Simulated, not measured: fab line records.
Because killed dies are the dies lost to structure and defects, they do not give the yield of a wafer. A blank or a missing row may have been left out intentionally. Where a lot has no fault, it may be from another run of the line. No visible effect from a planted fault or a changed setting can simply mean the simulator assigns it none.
Matching of chambers | flow nandHarc | rieDiel-08 running NHARC_A_STAIRCASE_STRIP_476: 4 sister chambers
The step strips in O2, time 20 s. 4 wafers are shown with their chamber, then 9 later ones without.

== WAFERS WITH THEIR CHAMBER ==
wafer  | chamber | showerheadPlenumPTorr (Torr)
L085.5 | 3       | 3.43
L089.2 | 1       | 3.78
L089.3 | 0       | 3.71
L089.5 | 2       | 3.37

== WAFERS WITH NO CHAMBER GIVEN ==
wafer  | showerheadPlenumPTorr (Torr)
L090.1 | 3.70
L090.2 | 3.78
L090.6 | 3.70
L092.4 | 3.70
L092.5 | 3.77
L092.6 | 3.36
L096.2 | 3.77
L096.5 | 3.77
L096.6 | 3.70

== WHICH CHAMBER EACH WENT THROUGH ==
wafer  | from the rows above | in truth
L090.1 | 0                   | 0
L090.2 | 1                   | 1
L090.6 | 0                   | 0
L092.4 | 0                   | 0
L092.5 | 1                   | 1
L092.6 | 2                   | 2
L096.2 | 1                   | 1
L096.5 | 1                   | 1
L096.6 | 0                   | 0
Correct placement for 9 of the 9. Number that these rows cannot place: 0. Number placed wrongly: 0.
How it was worked out, from the rows above alone: a wafer's distance from a chamber is the root of the sum, over the readings, of the square of ((its reading less the chamber's mean) divided by the reading's scatter). If the next closest chamber is less than 2 further off than the closest, the wafer can't be placed; otherwise it belongs to the closest. Each chamber's mean is taken over the wafers shown for it. The scatter: root of mean squared gap, hidden wafer to nearest shown wafer, with one shown wafer a chamber.
